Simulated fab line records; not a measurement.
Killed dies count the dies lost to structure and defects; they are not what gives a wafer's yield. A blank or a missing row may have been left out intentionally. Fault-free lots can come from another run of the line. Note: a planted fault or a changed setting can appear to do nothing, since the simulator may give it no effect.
Matching of chambers ; flow n5 finfet ; 4 sister chambers for N5_HKMG_FIN_ETCH_86 on rie diel-01
The step etches SOC in N2/H2, stops on TiN, target depth 393.2 nm. 4 wafers are shown with their chamber, then 11 later ones without.

WAFERS, EACH WITH ITS CHAMBER
wafer;chamber;drypump motor current A (A)
L085.5;3;5.2
L087.3;0;4.9
L087.6;2;6.4
L088.2;1;5.1

WAFERS WITHOUT THEIR CHAMBER
wafer;drypump motor current A (A)
L088.4;6.5
L088.5;5.1
L089.4;5.2
L089.5;5.3
L089.6;6.4
L091.3;4.9
L091.5;5.1
L091.6;4.9
L095.1;6.5
L095.4;5.0
L095.5;4.9

THE CHAMBER EACH PASSED THROUGH
wafer;from the rows above;in truth
L088.4;2;2
L088.5;can't be placed: 1 or 3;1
L089.4;can't be placed: 3 or 1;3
L089.5;can't be placed: 3 or 1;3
L089.6;2;2
L091.3;0;0
L091.5;can't be placed: 1 or 3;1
L091.6;0;0
L095.1;2;2
L095.4;can't be placed: 0 or 1 or 3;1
L095.5;0;0
Correctly placed: 6 of 11. Cannot be placed on the basis of these rows: 5; the candidates contain the true chamber in 5. 0 placed wrongly.
How it was worked out, from the rows above alone: a wafer's distance from a chamber is the root of the sum, over the readings, of the square of ((its reading less the chamber's mean) divided by the reading's scatter). The wafer belongs to the nearest chamber; if the next one is less than 2 further off, it can't be placed. The mean given for a chamber averages the wafers shown for that chamber. The scatter (one wafer shown for each chamber): square how far every hidden wafer sits from the nearest shown wafer, average those squares and take the square root.
